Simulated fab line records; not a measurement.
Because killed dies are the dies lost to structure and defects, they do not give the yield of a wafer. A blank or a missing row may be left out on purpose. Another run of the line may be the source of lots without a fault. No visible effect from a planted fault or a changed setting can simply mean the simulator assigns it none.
fab line records | flow nand_harc
record: lots: 5 wafers: 13 last_day: 33
route steps=1302 shown A_STAIRCASE@668 END@1302
lots that met no fault: taken from a fault-free run of the same line
start_h: hours from the record's opening day to when the first of the lot's shown wafers began | wait_h: time in hours since the lot's previous step | " identical to the entry in the row above | L1.1+2: several wafers, shown together as one row | - value missing, or start not given | * or withheld: withheld | < > ~ a bound
route shown NAME@n: a module of which the file shows steps, and the number in the route of the first | usual: average and standard deviation across the fault-free wafers | same: alike in all rows | chamber/n: place in a boat | sites: the reading at each site | _std_site: standard deviation of those values | _edge_site: mean of outer sites minus mean of inner sites | radius_mm: how far each site lies from the wafer's centre | mask NAME#n: copy n | behind: the last tool/chamber to shape the wafer | hold: why the lot was held/for how many hours/how that ended | device: transistor that didn't switch, given as n, p or np | end of line: at the end of the route, the tests of the same wafers | a step without rows: its recipe alone | killed: at the first sort, the dies lost to defects and structure; wafer yield is something else | map: dies across one wafer; x = killed, . = not, _ = none there
set.NAME: setting as actually run; set.NAME@STEP: the setting as run at that earlier step | model.NAME: the simulator's own value behind a step, which no gauge read
lots at selected steps of the route; one table per step, one row per wafer
services: a tool's chamber out of use, with start hour (start_h, from the record's first day; less than 0 if before it), hours out, and reason
== steps ==
step: NHARC_A_STAIRCASE_TRIM_12
recipe: time_s: 211.2 o2_flow_sccm: 500 ar_flow_sccm: 0 bias_w: 0 chemistry: O2
step: NHARC_A_STAIRCASE_ETCH_13
recipe: target_depth_a: 1000 time_s: 40.5 ion_energy_ev: 400 c4f8_flow_sccm: 20 o2_flow_sccm: 10 ar_flow_sccm: withheld rf_w: 600 bias_w: 1000 chemistry: C4F8/O2
usual: oes_product_au: 0.947/0.013 rf_fwd_power_W: 591.6/2.9 rf_vpp_V: 898/5.7 run_length_s: 62.0/0.56
same: time_s: 40.5
columns lot.wafer tool chamber start_h wait_h oes_product_au rf_fwd_power_W rf_hours_counter_h rf_vpp_V run_length_s
L519.4 rie_diel-12 2 - - 0.922 589.3 36 894 62.2
L519.2 " 3 " " 0.924 592.4 36 898 62.0
L519.1 " 0 " " 0.928 595.0 34 905 61.7
L520.2 rie_diel-04 3 - - 0.917 592.6 14 888 61.2
L520.3 " 0 " " 0.942 595.4 13 906 62.4
L520.5 " 3 " " 0.924 593.5 - 887 61.0
L529.5 rie_diel-01 1 - - 0.967 592.7 - 900 62.7
L533.1 rie_diel-12 0 - - 0.958 591.1 26 905 61.4
L533.4 " 2 " " 0.932 586.2 - 893 61.9
L533.6 " 3 " " 0.949 592.0 - 898 62.1
L535.1 rie_diel-01 2 - - 0.945 595.3 3 896 61.0
L535.4 " 0 " " 0.960 588.7 2 895 61.5
L535.3 " 1 " " 0.956 589.9 3 900 62.6
step: NHARC_A_STAIRCASE_TRIM_14
recipe: time_s: 211.2 o2_flow_sccm: 500 ar_flow_sccm: 0 bias_w: 0 chemistry: O2
step: NHARC_A_STAIRCASE_ETCH_15
recipe: target_depth_a: 1000 time_s: 40.5 ion_energy_ev: 400 c4f8_flow_sccm: 20 o2_flow_sccm: 10 ar_flow_sccm: withheld rf_w: 600 bias_w: 1000 chemistry: C4F8/O2
usual: oes_product_au: 0.949/0.013 rf_fwd_power_W: 591.6/2.7 rf_vpp_V: 898/5.8 run_length_s: 62.0/0.53
same: time_s: 40.5
columns lot.wafer tool chamber start_h wait_h oes_product_au rf_fwd_power_W rf_hours_counter_h rf_vpp_V run_length_s
L519.1 rie_diel-12 3 - - 0.930 593.2 36 898 62.2
L519.4 " 0 " " 0.954 592.7 34 907 61.8
L519.2 " 1 " " 0.940 598.5 35 902 62.2
L520.3 rie_diel-04 0 - - 0.939 595.8 13 908 62.8
L520.2 " 1 " " 0.942 586.3 15 893 62.9
L520.5 " 2 " " 0.940 589.5 - 905 61.5
L529.5 rie_diel-01 3 - - 0.958 591.8 - 889 62.6
L533.1 rie_diel-12 2 - - 0.935 587.4 35 892 62.6
L533.4 " 0 " " 0.941 594.0 - 904 61.6
L533.6 " 2 " " 0.934 586.1 - 893 62.3
L535.3 rie_diel-01 0 - - 0.949 588.3 3 897 61.6
L535.4 " 1 " " 0.936 586.8 3 901 62.5
L535.1 " 3 " " 0.954 590.6 3 889 62.6
step: NHARC_A_STAIRCASE_TRIM_16
recipe: time_s: 211.2 o2_flow_sccm: 500 ar_flow_sccm: 0 bias_w: 0 chemistry: O2
step: NHARC_A_STAIRCASE_ETCH_17
recipe: target_depth_a: 1000 time_s: 40.5 ion_energy_ev: 400 c4f8_flow_sccm: 20 o2_flow_sccm: 10 ar_flow_sccm: withheld rf_w: 600 bias_w: 1000 chemistry: C4F8/O2
usual: oes_product_au: 0.947/0.012 rf_fwd_power_W: 591.9/3 rf_vpp_V: 898/5.8 run_length_s: 62.0/0.53
same: time_s: 40.5
columns lot.wafer tool chamber start_h wait_h oes_product_au rf_fwd_power_W rf_hours_counter_h rf_vpp_V run_length_s
L519.2 rie_diel-12 1 - - 0.944 595.7 35 902 62.1
L519.4 " 3 " " 0.933 594.7 36 900 61.9
L519.1 " 0 " " 0.946 594.6 34 904 61.7
L520.2 rie_diel-04 1 - - 0.950 586.1 15 895 62.4
L520.3 " 3 " " 0.951 593.1 15 886 61.2
L520.5 " 1 " " 0.948 586.6 - 893 62.4
L529.5 rie_diel-01 2 - - 0.938 588.4 - 895 60.9
L533.1 rie_diel-12 3 - - 0.960 591.0 32 898 61.9
L533.6 " 0 " " 0.956 595.3 - 904 61.6
L533.4 " 2 " " 0.936 587.3 - 891 61.9
L535.1 rie_diel-01 1 - - 0.945 589.3 3 899 62.8
L535.3 " 2 " " 0.942 591.4 3 894 60.9
L535.4 " 0 " " 0.949 587.5 3 896 61.5
step: NHARC_A_STAIRCASE_TRIM_18
recipe: time_s: 211.2 o2_flow_sccm: 500 ar_flow_sccm: 0 bias_w: 0 chemistry: O2
step: NHARC_A_STAIRCASE_ETCH_19
recipe: target_depth_a: 1000 time_s: 40.5 ion_energy_ev: 400 c4f8_flow_sccm: 20 o2_flow_sccm: 10 ar_flow_sccm: withheld rf_w: 600 bias_w: 1000 chemistry: C4F8/O2
step: NHARC_A_STAIRCASE_TRIM_20
recipe: time_s: 211.2 o2_flow_sccm: 500 ar_flow_sccm: 0 bias_w: 0 chemistry: O2
step: NHARC_A_STAIRCASE_ETCH_21
recipe: target_depth_a: 1000 time_s: 40.5 ion_energy_ev: 400 c4f8_flow_sccm: 20 o2_flow_sccm: 10 ar_flow_sccm: withheld rf_w: 600 bias_w: 1000 chemistry: C4F8/O2
step: NHARC_A_STAIRCASE_TRIM_22
recipe: time_s: 211.2 o2_flow_sccm: 500 ar_flow_sccm: 0 bias_w: 0 chemistry: O2
usual: drypump_motor_current_A: 5.7/0.35 oes_product_au: 1.005/0.01 rf_vpp_V: 57.9/0.82 showerhead_plenum_p_Torr: 3.58/0.15 throttle_valve_pct: 17.037/0.0086
same: time_s: 211.2
columns lot.wafer tool chamber start_h wait_h drypump_motor_current_A oes_product_au rf_hours_counter_h rf_vpp_V showerhead_plenum_p_Torr throttle_valve_pct
L519.2 rie_diel-01 3 - - 5.8 0.992 4 57.5 3.35 17.028
L519.1 " 1 " " 5.6 1.015 6 58.6 3.67 17.035
L519.4 " 3 " " 5.8 1.011 - 57.1 3.35 17.034
L520.3 rie_diel-04 1 - - 5.7 1.025 16 57.0 3.49 17.055
L520.2 " 2 " " 5.1 1.004 17 58.2 3.76 17.049
L520.5 " 0 " " 6.7 1.011 - 58.0 3.80 17.040
L529.5 rie_diel-01 0 - - 5.7 1.020 - 55.7 3.55 17.041
L533.1 rie_diel-12 2 - - 5.3 0.987 36 56.7 3.43 17.036
L533.6 " 0 " " 6.3 0.995 - 58.3 3.77 17.039
L533.4 " 2 " " 5.3 0.985 - 58.1 3.43 17.020
L535.4 rie_diel-01 2 - - 5.9 0.993 3 56.9 3.47 17.040
L535.3 " 3 " " 5.8 0.996 3 57.2 3.32 17.042
L535.1 " 1 " " 5.6 0.995 3 57.8 3.64 17.044
step: NHARC_A_STAIRCASE_ETCH_23
recipe: target_depth_a: 1000 time_s: 40.5 ion_energy_ev: 400 c4f8_flow_sccm: 20 o2_flow_sccm: 10 ar_flow_sccm: withheld rf_w: 600 bias_w: 1000 chemistry: C4F8/O2
usual: oes_product_au: 0.951/0.012 rf_fwd_power_W: 591.3/2.7 rf_vpp_V: 897/5.8 run_length_s: 62.0/0.6
columns lot.wafer tool chamber start_h wait_h oes_product_au rf_fwd_power_W rf_hours_counter_h rf_vpp_V run_length_s
L519.2 rie_diel-01 2 405.86 - 0.950 591.1 4 897 61.1
L519.1 " 3 " " 0.950 588.5 4 889 62.2
L519.4 " 2 " " 0.936 591.4 - 897 60.9
L520.2 rie_diel-04 3 419.25 - 0.943 594.2 15 888 61.3
L520.3 " 1 " " 0.959 589.9 16 895 62.5
L520.5 " 0 " " 0.955 590.2 - 905 62.8
L529.5 rie_diel-01 2 511.05 - 0.939 - - 895 59.5
L533.1 rie_diel-12 3 572.82 - 0.948 592.8 32 897 62.8
L533.6 " 2 " " 0.939 590.3 - 892 62.0
L533.4 " 3 " " 0.950 593.3 - 897 62.0
L535.4 rie_diel-01 0 582.14 - 0.961 585.1 3 897 61.2
L535.3 " 1 " " 0.940 585.7 3 900 62.9
L535.1 " 2 " " 0.928 592.6 3 894 61.3
step: NHARC_A_STAIRCASE_TRIM_24
recipe: time_s: 211.2 o2_flow_sccm: 500 ar_flow_sccm: 0 bias_w: 0 chemistry: O2
usual: drypump_motor_current_A: 5.8/0.35 oes_product_au: 1.004/0.0094 rf_vpp_V: 58.0/0.9 showerhead_plenum_p_Torr: 3.56/0.15 throttle_valve_pct: 17.037/0.0094
same: time_s: 211.2
columns lot.wafer tool chamber start_h wait_h drypump_motor_current_A oes_product_au rf_hours_counter_h rf_vpp_V showerhead_plenum_p_Torr throttle_valve_pct
L519.2 rie_diel-01 2 - - 5.9 0.990 4 57.6 3.50 17.044
L519.1 " 3 " " 5.8 1.002 4 56.8 3.35 17.039
L519.4 " 2 " " 5.9 0.996 - 58.0 3.50 17.040
L520.2 rie_diel-04 1 - - 5.8 1.017 16 58.7 3.49 17.045
L520.3 " 2 " " 5.2 1.005 17 59.0 3.76 17.028
L520.5 " 3 " " 5.5 0.995 - 57.1 3.29 17.054
L529.5 rie_diel-01 2 - - 5.9 0.987 - 57.7 3.48 17.047
L533.1 rie_diel-12 3 - - 5.6 0.999 32 57.7 3.57 17.049
L533.6 " 2 " " 5.3 0.992 - 57.4 3.43 17.032
L533.4 " 3 " " 5.7 1.006 - 57.9 3.57 17.045
L535.3 rie_diel-01 2 - - 5.9 0.988 4 59.4 3.47 17.036
L535.1 " 0 " " 5.7 1.013 3 57.6 3.54 17.042
L535.4 " 1 " " 5.6 1.004 3 58.2 3.64 17.036
step: NHARC_END_SORT_01
recipe: temp_c: 25
usual: killed_at_array: 53/21 killed_at_other: 0.8/1.1 killed_at_periphery: 4.2/2.7 killed_dies: 58/22 killed_open: 3.4/1.9 killed_short: 2.5/1.6
same: gross_dies: 677
columns lot.wafer tool chamber start_h wait_h killed_at_array killed_at_other killed_at_periphery killed_dies killed_open killed_short
L520.2 prober-02 0 621.92 2.8 76 2 2 80 4 1
L520.3 prober-02 0 622.70 3.1 76 2 3 81 4 2
L520.5 prober-02 0 624.28 3.7 83 0 2 85 1 4
L519.1 prober-02 0 628.85 2.5 53 0 2 55 1 3
L519.2 prober-02 0 629.65 2.8 52 0 3 55 2 2
L519.4 prober-02 0 631.26 3.4 42 2 7 51 4 1
L529.5 prober-01 0 735.47 3.6 71 0 2 73 3 3
L533.1 prober-01 0 773.82 2.5 30 1 7 38 5 1
L533.4 prober-01 0 776.26 3.4 43 0 2 45 0 2
L533.6 prober-01 0 777.88 4.1 36 0 6 42 4 3
L535.1 prober-01 0 789.02 2.5 60 2 4 66 3 2
L535.3 prober-01 0 790.63 3.1 53 2 6 61 5 3
L535.4 prober-01 0 791.44 3.4 55 1 2 58 3 4
killed by level:class
L520.2 A_CHANNEL_HOLE_D2:chamber_film_flake=29 A_CHANNEL_HOLE_D1:chamber_film_flake=21 A_CONTACT:chamber_film_flake=11 A_STAIRCASE:chamber_film_flake=9 THIN_TSV:chamber_film_flake=2 P_STI:geometric_particle:short=1 A_ONON_D1:geometric_particle:open=1 A_CHANNEL_FILL_D2:geometric_particle:open=1
L520.3 A_CHANNEL_HOLE_D2:chamber_film_flake=37 A_CHANNEL_HOLE_D1:chamber_film_flake=17 A_CONTACT:chamber_film_flake=10 A_STAIRCASE:chamber_film_flake=6 A_CHANNEL_FILL_D2:chamber_film_flake=2 THIN_TSV:chamber_film_flake=2 P_STI:geometric_particle:short=1 P_CONTACT:geometric_particle:open=1
L520.5 A_CHANNEL_HOLE_D2:chamber_film_flake=33 A_CHANNEL_HOLE_D1:chamber_film_flake=29 A_CONTACT:chamber_film_flake=9 A_STAIRCASE:chamber_film_flake=7 P_M0:geometric_particle:short=1 A_CHANNEL_FILL_D1:geometric_particle:short=1 A_CHANNEL_HOLE_D2:geometric_particle:short=1 A_CHANNEL_FILL_D2:geometric_particle:open=1
L519.1 A_CHANNEL_HOLE_D1:chamber_film_flake=36 A_CHANNEL_HOLE_D2:chamber_film_flake=8 A_WL_FILL:chamber_film_flake=2 P_CONTACT:geometric_particle:open=1 A_CHANNEL_FILL_D2:geometric_particle:short=1 A_SGD_CUT:geometric_particle:short=1 A_WL_FILL:geometric_particle:short=1 A_CHANNEL_FILL_D1:chamber_film_flake=1
L519.2 A_CHANNEL_HOLE_D1:chamber_film_flake=28 A_CHANNEL_HOLE_D2:chamber_film_flake=13 A_CONTACT:chamber_film_flake=3 P_M1:chamber_film_flake=2 A_WL_FILL:chamber_film_flake=2 A_ONON_D1:geometric_particle:short=1 A_CHANNEL_FILL_D2:geometric_particle:short=1 A_STAIRCASE:geometric_particle:open=1
L519.4 A_CHANNEL_HOLE_D1:chamber_film_flake=27 A_CHANNEL_HOLE_D2:chamber_film_flake=8 P_M1:chamber_film_flake=3 P_CONTACT:geometric_particle:open=2 THIN_TSV:chamber_film_flake=2 A_STAIRCASE:chamber_film_flake=2 A_CONTACT:chamber_film_flake=2 P_M1:geometric_particle:short=1
L529.5 A_SLIT:chamber_film_flake=32 A_CHANNEL_HOLE_D2:chamber_film_flake=24 A_CHANNEL_HOLE_D1:chamber_film_flake=6 A_M0:geometric_particle:short=2 A_WL_FILL:chamber_film_flake=2 P_M0:geometric_particle:open=1 A_CHANNEL_FILL_D1:geometric_particle:open=1 A_ONON_D2:geometric_particle:short=1
L533.1 A_CHANNEL_HOLE_D1:chamber_film_flake=13 A_SLIT:chamber_film_flake=5 A_CONTACT:chamber_film_flake=4 P_GATE:chamber_film_flake=2 A_STAIRCASE:chamber_film_flake=2 P_CONTACT:geometric_particle:open=1 P_M0:geometric_particle:open=1 P_M1:geometric_particle:open=1
L533.4 A_CHANNEL_HOLE_D1:chamber_film_flake=17 A_SLIT:chamber_film_flake=9 A_CONTACT:chamber_film_flake=6 A_CHANNEL_HOLE_D2:chamber_film_flake=4 A_ZERO_WELL:chamber_film_flake=2 A_CHANNEL_FILL_D1:chamber_film_flake=2 A_SLIT:geometric_particle:short=1 A_WL_FILL:geometric_particle:short=1
L533.6 A_CHANNEL_HOLE_D1:chamber_film_flake=13 A_CONTACT:chamber_film_flake=7 A_WL_FILL:chamber_film_flake=5 A_CHANNEL_HOLE_D2:chamber_film_flake=3 A_SLIT:chamber_film_flake=3 P_GATE:geometric_particle:open=1 P_CONTACT:geometric_particle:short=1 P_CONTACT:geometric_particle:open=1
L535.1 A_SLIT:chamber_film_flake=38 A_CONTACT:chamber_film_flake=15 P_ZERO_WELL:chamber_film_flake=3 A_STAIRCASE:chamber_film_flake=2 A_CHANNEL_HOLE_D1:geometric_particle:open=1 A_DECK1_JOINT:geometric_particle:short=1 A_ONON_D2:geometric_particle:open=1 A_BLC:geometric_particle:short=1
L535.3 A_SLIT:chamber_film_flake=31 A_CONTACT:chamber_film_flake=13 A_CHANNEL_FILL_D2:geometric_particle:short=2 A_CHANNEL_HOLE_D1:chamber_film_flake=2 A_BLC:geometric_particle:open=2 P_GATE:chamber_film_flake=2 P_CONTACT:chamber_film_flake=2 THIN_TSV:chamber_film_flake=2
L535.4 A_SLIT:chamber_film_flake=34 A_CONTACT:chamber_film_flake=10 A_CHANNEL_FILL_D2:geometric_particle:short=2 A_CHANNEL_HOLE_D2:chamber_film_flake=2 A_STAIRCASE:chamber_film_flake=2 P_CONTACT:geometric_particle:short=1 A_CHANNEL_HOLE_D1:geometric_particle:short=1 A_CHANNEL_FILL_D1:geometric_particle:open=1
== services ==
columns tool chamber start_h hours kind
rie_diel-01 - 383.99 9.0 pm
rie_diel-01 0 383.99 9.0 vent_cycle
rie_diel-01 1 383.99 9.0 vent_cycle
rie_diel-01 2 383.99 9.0 vent_cycle
rie_diel-01 3 383.99 9.0 vent_cycle
rie_diel-01 0 392.99 - clean
rie_diel-01 0 392.99 - consumable_replace:focus_ring
rie_diel-01 1 392.99 - clean
rie_diel-01 2 392.99 - clean
rie_diel-01 3 392.99 - clean
rie_diel-01 0 404.83 2.1 repair
rie_diel-12 - 407.18 1.1 repair
rie_diel-12 3 411.25 2.0 repair
rie_diel-01 0 417.49 - clean
rie_diel-01 1 417.49 - clean
rie_diel-12 2 417.94 1.3 repair
rie_diel-12 - 446.86 9.0 pm
rie_diel-04 2 456.93 5.6 repair
rie_diel-04 - 486.02 0.6 repair
rie_diel-12 0 490.37 19.8 repair
rie_diel-04 - 535.83 9.0 pm
rie_diel-01 1 558.22 4.2 repair
rie_diel-01 - 560.99 9.0 pm
rie_diel-12 1 571.07 4.2 repair
== key ==
first_sign: step: NHARC_A_STAIRCASE_ETCH_23 reading: run_length_s direction: down sigmas: 4.1 usual: * struck: *
effect none on later readings
met_at NHARC_A_STAIRCASE_ETCH_23
struck_wafers L529.5
tester_left_out L529
onset_between 405.86 511.05
fault: kind: process_parameter_drift tool: rie_diel-01 chamber: - onset_h: 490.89 steps: NHARC_A_STAIRCASE_ETCH_23 channel: time_s offset: * shape: step end_h: 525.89 acts_in: * stated: *
tester_left_out: of these lots the tester's yield and bins aren't shown, on N5 and GAA mostly nor the transistor test; their killed dies are dies lost to structure and defects alone, not to doping, threshold or leakage, so they don't give the yield
